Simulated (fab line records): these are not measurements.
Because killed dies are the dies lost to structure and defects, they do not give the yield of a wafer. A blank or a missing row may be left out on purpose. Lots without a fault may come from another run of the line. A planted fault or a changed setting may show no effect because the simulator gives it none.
Struck lot and sound lot, side by side / flow nand-harc / 22 steps out of a route of 1302
Sound: these wafers, L822.3, L822.5, L822.6. Wafers struck: L830.3, L830.4, L830.6. The cause is given at the end.
At each step with rows: each side's tool, then ch and its chambers, then its first start. Under that, the readings that differ: sound wafers / struck wafers / difference of the means / sigmas: that difference in standard deviations of wafers without a fault.
alike: readings with means less than 2 such deviations apart, plus words and numbers identical on both sides. not compared: withheld readings, readings lacking a value on some wafer, bounds such as >300 that could conceal the same value, and numbers that have no deviation in the record and whose values overlap.
The two part at a step that has a row with sigmas, a row that says differs or no value, or rows on one side only. When numbers do not overlap yet have no deviation, they are printed without sigmas and do not part them. A reading missing from all wafers of one side parts the sides only when that side holds two or more wafers.

NHARC_P_CONTACT_CVD_23: deposits W, target thk 200 nm, time 557 s.
  sound: cvd-w-02 ch 0,1; struck: cvd-w-02 ch 0,1
  alike: heater-power-w, throttle-valve-pct
NHARC_P_CONTACT_CMP_24: polishes, t overpolish 30 s, target thk 200 nm.
  sound on cmp-02 ch 2,3, day 7 16:53; struck on cmp-04 ch 0,1, day 11 04:26
  alike: motor-current-A, overpolish-run-s, retaining-ring-pressure-frac, slurry-filter-dp-kPa, time-to-endpoint-s
next, for these wafers, 1 step has no rows: NHARC_P_CONTACT_SRD_26.
NHARC_P_CONTACT_INSPECT_27:
  sound on defect-inspect-02, day 7 17:17; struck on defect-inspect-01, day 11 04:49
  alike: raw-defect-count
then, 7 steps without rows for these wafers: NHARC_P_M0_DEP_00 (deposits SiOC, target thk 150 nm); NHARC_P_M0_DEHYDRATE_01 (time 120 s); NHARC_P_M0_HMDS_02 (time 30 s); NHARC_P_M0_COAT_33 (time 65 s); NHARC_P_M0_COAT_03 (resist thk 90 nm); NHARC_P_M0_SOFTBAKE_04 (time 55 s); NHARC_P_M0_EBR_05.
NHARC_P_M0_EXPOSE_06: exposes mask P M0, target cd 90 nm.
  sound on arfi-scanner-02 ch 0, day 7 18:03; struck on arfi-scanner-02 ch 0, day 11 05:35
reading=exposure-dose-mJ-cm2; sound=81.42 81.40 81.37; struck=84.27 84.16 84.19; difference=+2.81; sigmas=+28
  alike: mask
then, 2 steps without rows for these wafers: NHARC_P_M0_PEB_07 (peb time 65 s); NHARC_P_M0_DEVELOP_08 (develop time 35 s).
NHARC_P_M0_CD_MEAS_09: the cd target is 90 nm.
  sound on cd-sem-01 ch 0, day 7 18:11; struck on cd-sem-02 ch 0, day 11 05:43
reading=cd-nm (nm); sound=90.1 89.2 89.3; struck=92.7 92.9 92.5; difference=+3.2; sigmas=+5
NHARC_P_M0_OVL_MEAS_10: pitch 180 nm.
  sound on overlay-02, day 7 18:16; struck on overlay-02, day 11 05:49
  alike: overlay-x-nm, overlay-y-nm
NHARC_P_M0_INSPECT_11:
  sound on defect-inspect-02, day 7 18:19; struck on defect-inspect-01, day 11 05:50
  alike: raw-defect-count
NHARC_P_M0_DESCUM_14: chemistry O2, time 3 s.
  sound on rie-diel-08 ch 0,1, day 7 18:23; struck on rie-diel-08 ch 0,1,2, day 11 05:55
reading=model.P_M0.cd-nm (nm); sound=89.62 88.87 89.26; struck=92.14 92.72 91.43; difference=+2.85; sigmas=
  alike: drypump-motor-current-A, oes-product-au, rf-vpp-V, showerhead-plenum-p-Torr, throttle-valve-pct
  not compared: rf-hours-counter-h
NHARC_P_M0_ETCH_34: etches the open film in N2/H2, target depth 40 nm, overetch 12 nm, time 43.94 s.
  sound on rie-diel-08 ch 0,3, day 7 18:27; struck on rie-diel-08 ch 0,1,2, day 11 06:00
  alike: drypump-motor-current-A, oes-product-au, rf-vpp-V, showerhead-plenum-p-Torr, throttle-valve-pct
  not compared: rf-hours-counter-h
NHARC_P_M0_ETCH_15: etches the open film in C4F8/Ar, target depth 150 nm, overetch 15 nm, time 82.5 s.
  sound: rie-diel-08 ch 0,2,3; struck: rie-diel-08 ch 0,1,3
reading=model.P_M0.cd-nm (nm); sound=89.49 88.87 89.45; struck=92.62 92.75 92.04; difference=+3.20; sigmas=
  alike: oes-product-au, rf-vpp-V
  not compared: rf-hours-counter-h
NHARC_P_M0_CD_MEAS_16:
  sound on cd-sem-03, day 7 18:40; struck on cd-sem-01, day 11 06:13
reading=cd-nm (nm); sound=89.7 88.9 89.5; struck=92.5 93.2 92.0; difference=+3.2; sigmas=+4
-- jump in the record: it breaks off in module P_M0 and resumes in module END (first step shown: number 1302 of the route), and 18 days separate the struck wafers' starts before and after --
NHARC_END_SORT_01:
  sound on prober-01 ch 0, day 26 17:19; struck on prober-01 ch 0, day 29 15:44
  alike: defect-limited-yield, killed-at-array, killed-at-other, killed-at-periphery, killed-dies, killed-open, killed-short

## WHERE THEY PART
Earliest at NHARC_P_M0_EXPOSE_06; latest, in this record, at NHARC_P_M0_CD_MEAS_16. Later steps at which nothing parts them and some readings are alike: NHARC_END_SORT_01.

WHY: whatever the simulator had introduced
Process parameter drift: arfi-scanner-02, from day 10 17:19 on, at NHARC_P_M0_EXPOSE_06. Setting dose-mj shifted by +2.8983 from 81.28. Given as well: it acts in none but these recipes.
